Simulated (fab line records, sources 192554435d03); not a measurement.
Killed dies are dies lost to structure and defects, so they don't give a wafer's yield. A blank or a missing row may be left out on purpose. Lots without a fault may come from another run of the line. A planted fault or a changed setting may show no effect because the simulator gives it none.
Chamber matching | flow n5_finfet | N5_BEOL_M0_SAQP_SPACER1_ALD_98 on ald_sin-03: 4 sister chambers
The step deposits SiO2, target thk 12.8 nm, pulse time 1 s, purge time 2 s. 24 wafers are shown with their chamber, then 12 later ones without.

WAFERS WITH THEIR CHAMBER
wafer  | chamber | heater_power_w (W) | precursor_pulse_height_rel
L074.4 | 0       | 497                | 1.012
L074.5 | 3       | 492                | 0.983
L074.6 | 0       | 489                | 0.981
L075.2 | 2       | 419                | 1.008
L075.3 | 0       | 490                | 1.022
L075.4 | 3       | 489                | 1.005
L079.1 | 1       | 435                | 1.007
L079.4 | 1       | 433                | 0.977
L079.5 | 3       | 477                | 1.026
L081.3 | 2       | 416                | 0.959
L081.5 | 2       | 415                | 0.985
L081.6 | 1       | 443                | 1.003
L083.3 | 2       | 415                | 1.020
L083.4 | 3       | 484                | 0.981
L083.5 | 3       | 483                | 1.010
L086.1 | 2       | 427                | 0.995
L086.3 | 2       | 415                | 1.011
L086.5 | 2       | 425                | 0.990
L089.1 | 2       | 408                | 0.986
L089.2 | 1       | 433                | 1.000
L089.4 | 3       | 476                | 1.035
L091.1 | 2       | 428                | 0.927
L091.3 | 0       | 484                | 0.998
L091.6 | 2       | 421                | 0.992

SIGNATURES (means of the wafers above)
reading                    | chamber 0 | chamber 1 | chamber 2 | chamber 3 | scatter within a chamber
heater_power_w             | 490.00    | 436.00    | 418.90    | 483.50    | 5.99
precursor_pulse_height_rel | 1.00325   | 0.99675   | 0.98730   | 1.00667   | 0.0229
Rule: a wafer's distance from a chamber is the root of the sum, over the readings, of the square of ((its reading less the chamber's mean) divided by the reading's scatter). The wafer belongs to the nearest chamber; if the next one is less than 2 further off, it can't be placed. The scatter: the root of (the sum of the squares of (reading less its chamber's mean) over the shown wafers, divided by (wafers less chambers)).

WAFERS WITHOUT THEIR CHAMBER
wafer  | heater_power_w (W) | precursor_pulse_height_rel
L092.1 | 474                | 0.964
L092.2 | 419                | 1.004
L092.3 | 447                | 0.939
L092.4 | 477                | 1.009
L092.5 | 438                | 0.996
L092.6 | 483                | 1.002
L097.1 | 495                | 1.032
L097.2 | 410                | 1.006
L097.3 | 435                | 0.998
L097.4 | 480                | 0.986
L097.5 | 487                | 0.999
L097.6 | 499                | 1.002

WHICH CHAMBER EACH WENT THROUGH
wafer  | from the rows above     | in truth
L092.1 | can't be placed: 3 or 0 | 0
L092.2 | 2                       | 2
L092.3 | 1                       | 1
L092.4 | can't be placed: 3 or 0 | 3
L092.5 | 1                       | 1
L092.6 | can't be placed: 3 or 0 | 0
L097.1 | can't be placed: 0 or 3 | 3
L097.2 | 2                       | 2
L097.3 | 1                       | 1
L097.4 | can't be placed: 3 or 0 | 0
L097.5 | can't be placed: 0 or 3 | 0
L097.6 | can't be placed: 0 or 3 | 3
Placed correctly: 5 of 12. Can't be placed from these rows: 7 (the true chamber is among the candidates in 7). Placed wrongly: 0.
